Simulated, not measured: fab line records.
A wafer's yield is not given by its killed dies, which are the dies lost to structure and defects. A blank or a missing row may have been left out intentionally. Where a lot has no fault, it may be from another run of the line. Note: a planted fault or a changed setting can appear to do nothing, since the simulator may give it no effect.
Matching of chambers / flow n5_finfet / N5_BEOL_M6_CURE_74 on uv_cure-03: 3 sister chambers
The step cures SiCOH lowk, time 240 s. 6 wafers are shown with their chamber, then 11 later ones without.

== WAFERS PAIRED WITH THEIR CHAMBERS ==
wafer=L081.3; chamber=1; wafer_temp_C_max=386.7; lamp_power_pct (%)=52.37
wafer=L081.4; chamber=1; wafer_temp_C_max=386.9; lamp_power_pct (%)=52.38
wafer=L086.4; chamber=0; wafer_temp_C_max=386.0; lamp_power_pct (%)=52.28
wafer=L085.4; chamber=2; wafer_temp_C_max=386.9; lamp_power_pct (%)=52.25
wafer=L085.5; chamber=2; wafer_temp_C_max=388.1; lamp_power_pct (%)=52.30
wafer=L088.3; chamber=0; wafer_temp_C_max=386.3; lamp_power_pct (%)=52.32

== WAFERS WHOSE CHAMBER IS MISSING ==
wafer=L088.4; wafer_temp_C_max=386.4; lamp_power_pct (%)=52.37
wafer=L088.5; wafer_temp_C_max=387.2; lamp_power_pct (%)=52.28
wafer=L089.1; wafer_temp_C_max=386.2; lamp_power_pct (%)=52.33
wafer=L089.2; wafer_temp_C_max=386.5; lamp_power_pct (%)=52.27
wafer=L089.6; wafer_temp_C_max=386.4; lamp_power_pct (%)=52.42
wafer=L091.3; wafer_temp_C_max=386.6; lamp_power_pct (%)=52.25
wafer=L091.4; wafer_temp_C_max=386.3; lamp_power_pct (%)=52.36
wafer=L091.5; wafer_temp_C_max=386.0; lamp_power_pct (%)=52.30
wafer=L093.3; wafer_temp_C_max=386.4; lamp_power_pct (%)=52.37
wafer=L093.4; wafer_temp_C_max=385.8; lamp_power_pct (%)=52.26
wafer=L093.6; wafer_temp_C_max=386.1; lamp_power_pct (%)=52.30

== WHICH CHAMBER EACH ONE RAN IN ==
wafer=L088.4; from the rows above=can't be placed: 1 or 0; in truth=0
wafer=L088.5; from the rows above=can't be placed: 2 or 0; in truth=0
wafer=L089.1; from the rows above=can't be placed: 0 or 1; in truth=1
wafer=L089.2; from the rows above=can't be placed: 0 or 2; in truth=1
wafer=L089.6; from the rows above=1; in truth=1
wafer=L091.3; from the rows above=can't be placed: 2 or 0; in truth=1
wafer=L091.4; from the rows above=can't be placed: 1 or 0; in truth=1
wafer=L091.5; from the rows above=0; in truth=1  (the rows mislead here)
wafer=L093.3; from the rows above=can't be placed: 1 or 0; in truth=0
wafer=L093.4; from the rows above=can't be placed: 0 or 2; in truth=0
wafer=L093.6; from the rows above=0; in truth=0
2 of 11 placed correctly. Can't be placed from these rows: 8 (the true chamber is among the candidates in 6). Placed wrongly: 1.
How it was worked out, from the rows above alone: a wafer's distance from a chamber is the root of the sum, over the readings, of the square of ((its reading less the chamber's mean) divided by the reading's scatter). The wafer belongs to the nearest chamber; if the next one is less than 2 further off, it can't be placed. Each chamber's mean is taken over the wafers shown for it. The scatter: take each reading less its chamber's mean, square it, sum over the shown wafers, divide by the number of wafers less the number of chambers, and take the root.
